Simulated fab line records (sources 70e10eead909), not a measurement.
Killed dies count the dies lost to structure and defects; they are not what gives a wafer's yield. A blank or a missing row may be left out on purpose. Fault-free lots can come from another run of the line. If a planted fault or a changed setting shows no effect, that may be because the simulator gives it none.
Which of the tools did it? | flow nand_harc | 33 wafers from 11 lots sampled at 5 of the route's 1302 steps

== WHAT EACH GAUGE READ, for each wafer ==
NHARC_END_SORT_01. Usual: killed_at_array 53, standard deviation 20; killed_at_other 1, standard deviation 1.2; killed_at_periphery 3.7, standard deviation 2.6; killed_dies 58, standard deviation 20; killed_open 3.5, standard deviation 1.8; killed_short 2.4, standard deviation 1.7.
lot  | measured     | on        | killed_at_array | killed_at_other | killed_at_periphery | killed_dies | killed_open | killed_short | flag
L661 | day 24 22:47 | prober-02 | 81 87 77        | 0 2 1           | 0 1 1               | 81 90 79    | 2 2 6       | 1 2 0        |

== WHICH TOOL RAN EACH LOT (tool, then ch and the chambers of the sampled wafers, then the start) ==
lot  | NHARC_A_CHANNEL_HOLE_D1_ETCH_26  | NHARC_A_CHANNEL_HOLE_D1_ETCH_44    | NHARC_A_CHANNEL_FILL_D1_ALD_15      | NHARC_A_CHANNEL_FILL_D1_STRIP_28
L660 | har_etch-01 ch 0,1, day 9 04:15  | rie_diel-10 ch 1,2,3, day 9 05:13  | ald_sin_batch-02 ch 0, day 9 18:01  | rie_diel-09 ch 1,2, day 10 08:23
L661 | har_etch-02 ch 0,1, day 9 08:23  | rie_diel-10 ch 0,3, day 9 09:13    | ald_sin_batch-02 ch 0, day 9 18:01  | rie_diel-12 ch 0,1, day 10 08:23
L662 | har_etch-01 ch 0,1, day 10 06:51 | rie_diel-10 ch 1,2, day 10 07:47   | ald_sin_batch-01 ch 0, day 10 19:11 | rie_diel-08 ch 1,2, day 11 14:03
L663 | har_etch-02 ch 0,1, day 10 07:41 | rie_diel-03 ch 1,2,3, day 10 08:34 | ald_sin_batch-01 ch 0, day 10 19:11 | rie_diel-12 ch 0,2, day 11 14:04
L669 | har_etch-02 ch 0,1, day 12 14:34 | rie_diel-03 ch 2,3, day 12 15:26   | ald_sin_batch-01 ch 0, day 13 03:34 | rie_diel-08 ch 1,2, day 13 17:33
L668 | har_etch-01 ch 0,1, day 12 16:04 | rie_diel-03 ch 1,2,3, day 12 17:02 | ald_sin_batch-01 ch 0, day 13 03:34 | rie_diel-09 ch 0,1,3, day 13 17:33
L677 | har_etch-02 ch 0,1, day 16 09:33 | rie_diel-03 ch 1,3, day 16 10:26   | ald_sin_batch-02 ch 0, day 16 21:40 | rie_diel-12 ch 0,1, day 17 12:56
L678 | har_etch-01 ch 0,1, day 16 09:57 | rie_diel-07 ch 1,2, day 16 11:01   | ald_sin_batch-02 ch 0, day 16 21:40 | rie_diel-08 ch 0,2,3, day 17 12:57
L679 | har_etch-02 ch 0,1, day 16 17:52 | rie_diel-03 ch 0,2,3, day 16 18:47 | ald_sin_batch-03 ch 0, day 17 06:03 | rie_diel-12 ch 1,2,3, day 17 20:11
L680 | har_etch-02 ch 0,1, day 17 14:59 | rie_diel-03 ch 1,2,3, day 17 15:55 | ald_sin_batch-03 ch 0, day 18 03:14 | rie_diel-12 ch 0,1,3, day 18 17:21
L681 | har_etch-02 ch 0,1, day 17 19:12 | rie_diel-03 ch 0,2, day 17 20:07   | ald_sin_batch-01 ch 0, day 18 07:25 | rie_diel-09 ch 1,2,3, day 18 23:12
- NHARC_A_CHANNEL_HOLE_D1_ETCH_26: etches the open film in C4F8/O2/Ar, time 224.1 s, target depth 300 nm.
- NHARC_A_CHANNEL_HOLE_D1_ETCH_44: etches the open film in CF4/O2, target depth 140 nm, overetch 14 nm, time 77 s.
- NHARC_A_CHANNEL_FILL_D1_ALD_15: deposits SiNx, target thk 2 nm, pulse time 60 s, ald cycles 19.
- NHARC_A_CHANNEL_FILL_D1_STRIP_28: strips in O2, time 20 s.

== WHAT THE TOOLS THEMSELVES READ (means of the sampled wafers that have a number; where no wafer has one, the mark that the record gives instead) ==
NHARC_A_CHANNEL_HOLE_D1_ETCH_26. Usual: bias_v 300.2 V, standard deviation 2.9; c4f8_flow_sccm 11.39 sccm, standard deviation 0.032; drypump_motor_current_A 5.76 A, standard deviation 0.13; he_backside_leak_sccm 6.6 sccm, standard deviation 1; o2_flow_sccm 113.6 sccm, standard deviation 0.3; showerhead_plenum_p_Torr 3.67 Torr, standard deviation 0.13; temp_c -20.02 C, standard deviation 0.12; throttle_valve_pct 24.583 %, standard deviation 0.0085.
lot  | tool        | bias_v (V) | c4f8_flow_sccm (sccm) | drypump_motor_current_A (A) | he_backside_leak_sccm (sccm) | o2_flow_sccm (sccm) | showerhead_plenum_p_Torr (Torr) | temp_c (C) | throttle_valve_pct (%) | flag
L660 | har_etch-01 | 303.6      | 11.37                 | 5.92                        | 5.7                          | 114.0               | 3.69                            | -20.07     | 24.584                 |
L661 | har_etch-02 | 299.8      | 11.39                 | 5.66                        | 7.0                          | 113.4               | 3.60                            | -19.98     | 24.585                 |
L662 | har_etch-01 | 297.1      | 11.42                 | 5.91                        | 5.7                          | 113.9               | 3.68                            | -20.07     | 24.578                 |
L663 | har_etch-02 | 302.7      | 11.41                 | 5.65                        | 7.3                          | 113.5               | 3.63                            | -19.89     | 24.583                 |
L669 | har_etch-02 | 300.2      | 11.43                 | 5.64                        | 7.5                          | 113.6               | 3.62                            | -20.08     | 24.576                 |
L668 | har_etch-01 | 298.8      | 11.43                 | 5.88                        | 5.8                          | 113.7               | 3.71                            | -20.15     | 24.576                 |
L677 | har_etch-02 | 302.2      | 11.37                 | 5.66                        | 7.6                          | 113.5               | 3.55                            | -19.97     | 24.584                 |
L678 | har_etch-01 | 300.4      | 11.39                 | 5.87                        | 6.2                          | 113.8               | 3.68                            | -19.89     | 24.578                 |
L679 | har_etch-02 | 303.5      | 11.40                 | 5.64                        | 7.7                          | 113.9               | 3.58                            | -19.82     | 24.577                 |
L680 | har_etch-02 | 297.7      | 11.36                 | 5.64                        | 5.5                          | 113.5               | 3.99                            | -20.05     | 24.581                 |
L681 | har_etch-02 | 297.2      | 11.37                 | 5.66                        | 5.0                          | 113.4               | 3.99                            | -19.95     | 24.570                 |

NHARC_A_CHANNEL_HOLE_D1_ETCH_44. Usual: value, then standard deviation, for each; drypump_motor_current_A 5.8 A / 0.4; o2_flow_sccm 20.00 sccm / 0.06; oes_o_777_au 1.000 a.u. / 0.0045; oes_product_au 0.999 a.u. / 0.011; rf_vpp_V 197.6 V / 1.5; showerhead_plenum_p_Torr 1.32 Torr / 0.062; throttle_valve_pct 13.397 % / 0.0094.
lot  | tool        | drypump_motor_current_A (A) | o2_flow_sccm (sccm) | oes_o_777_au (a.u.) | oes_product_au (a.u.) | rf_vpp_V (V) | showerhead_plenum_p_Torr (Torr) | throttle_valve_pct (%) | flag
L660 | rie_diel-10 | 5.9                         | 20.00               | 0.998               | 1.016                 | 198.1        | 1.31                            | 13.400                 |
L661 | rie_diel-10 | 6.2                         | 20.00               | 1.000               | 1.016                 | 198.3        | 1.36                            | 13.391                 |
L662 | rie_diel-10 | 5.9                         | 20.05               | 1.000               | 1.008                 | 197.2        | 1.29                            | 13.397                 |
L663 | rie_diel-03 | 5.8                         | 19.98               | 0.996               | 0.988                 | 198.4        | 1.36                            | 13.396                 |
L669 | rie_diel-03 | 6.1                         | 20.03               | 0.994               | 0.988                 | 198.6        | 1.35                            | 13.402                 |
L668 | rie_diel-03 | 5.8                         | 20.00               | 0.998               | 0.989                 | 198.5        | 1.36                            | 13.390                 |
L677 | rie_diel-03 | 5.7                         | 19.93               | 1.000               | 0.984                 | 199.0        | 1.40                            | 13.400                 |
L678 | rie_diel-07 | 5.9                         | 19.99               | 1.001               | 0.991                 | 196.1        | 1.28                            | 13.400                 |
L679 | rie_diel-03 | 5.8                         | 19.97               | 1.001               | 0.988                 | 197.8        | 1.30                            | 13.401                 |
L680 | rie_diel-03 | 5.8                         | 20.01               | 1.001               | 1.000                 | 197.6        | 1.36                            | 13.398                 |
L681 | rie_diel-03 | 5.5                         | 19.98               | 1.003               | 1.005                 | 196.5        | 1.27                            | 13.391                 |

NHARC_A_CHANNEL_FILL_D1_ALD_15. Usual: 1.001 for precursor_pulse_height_rel, sd 0.022.
lot  | tool             | precursor_pulse_height_rel | flag
L660 | ald_sin_batch-02 | 0.991                      |
L661 | ald_sin_batch-02 | 0.991                      |
L662 | ald_sin_batch-01 | 0.998                      |
L663 | ald_sin_batch-01 | 0.993                      |
L669 | ald_sin_batch-01 | 0.976                      |
L668 | ald_sin_batch-01 | 1.000                      |
L677 | ald_sin_batch-02 | 1.039                      |
L678 | ald_sin_batch-02 | 1.004                      |
L679 | ald_sin_batch-03 | 1.002                      |
L680 | ald_sin_batch-03 | 0.999                      |
L681 | ald_sin_batch-01 | 1.017                      |

NHARC_A_CHANNEL_FILL_D1_STRIP_28. Usual: drypump_motor_current_A 5.9 A, standard deviation 0.43; o2_flow_sccm 499.9 sccm, standard deviation 1.5; oes_product_au 0.998 a.u., standard deviation 0.011; rf_vpp_V 57.7 V, standard deviation 0.82; showerhead_plenum_p_Torr 3.49 Torr, standard deviation 0.15; throttle_valve_pct 17.037 %, standard deviation 0.0093.
lot  | tool        | drypump_motor_current_A (A) | o2_flow_sccm (sccm) | oes_product_au (a.u.) | rf_vpp_V (V) | showerhead_plenum_p_Torr (Torr) | throttle_valve_pct (%) | flag
L660 | rie_diel-09 | 6.2                         | 500.1               | 1.006                 | 57.3         | 3.45                            | 17.041                 |
L661 | rie_diel-12 | 5.8                         | 499.7               | 0.997                 | 56.5         | 3.36                            | 17.031                 |
L662 | rie_diel-08 | 6.2                         | 499.0               | 0.994                 | 58.8         | 3.67                            | 17.024                 |
L663 | rie_diel-12 | 6.0                         | 499.9               | 1.007                 | 57.1         | 3.41                            | 17.038                 |
L669 | rie_diel-08 | 6.2                         | 498.4               | 1.002                 | 58.3         | 3.67                            | 17.039                 |
L668 | rie_diel-09 | 6.0                         | 501.7               | 0.991                 | 57.4         | 3.50                            | 17.038                 |
L677 | rie_diel-12 | 6.0                         | 500.7               | 1.002                 | 57.0         | 3.40                            | 17.039                 |
L678 | rie_diel-08 | 5.9                         | 497.4               | 0.993                 | 58.2         | 3.63                            | 17.030                 |
L679 | rie_diel-12 | 5.6                         | 499.5               | 0.992                 | 57.6         | 3.38                            | 17.034                 |
L680 | rie_diel-12 | 5.8                         | 498.5               | 0.998                 | 57.2         | 3.42                            | 17.034                 |
L681 | rie_diel-09 | 6.2                         | 500.7               | 1.003                 | 57.3         | 3.44                            | 17.042                 |

== THE ANSWER, worked out from the rows above alone ==
Rule: a lot is off if the mean of its wafers that have a number lies more than 3 standard deviations from the usual mean. Also off: a lot with no number at a reading for which 4 or more lots have one. Where the step has rows for the other lots, those lots are counted as sound. After the gauges, taken in route order, come the tools' own readings; for these a lot's mean is taken, as printed above. The first step at which some lot is off is used, and at that step the reading that is off furthest; a lot without a number counts as furthest.
Across all readings shown, no lot is off: no conclusion can be drawn from this.

== WHAT THE SIMULATOR PUT IN ==
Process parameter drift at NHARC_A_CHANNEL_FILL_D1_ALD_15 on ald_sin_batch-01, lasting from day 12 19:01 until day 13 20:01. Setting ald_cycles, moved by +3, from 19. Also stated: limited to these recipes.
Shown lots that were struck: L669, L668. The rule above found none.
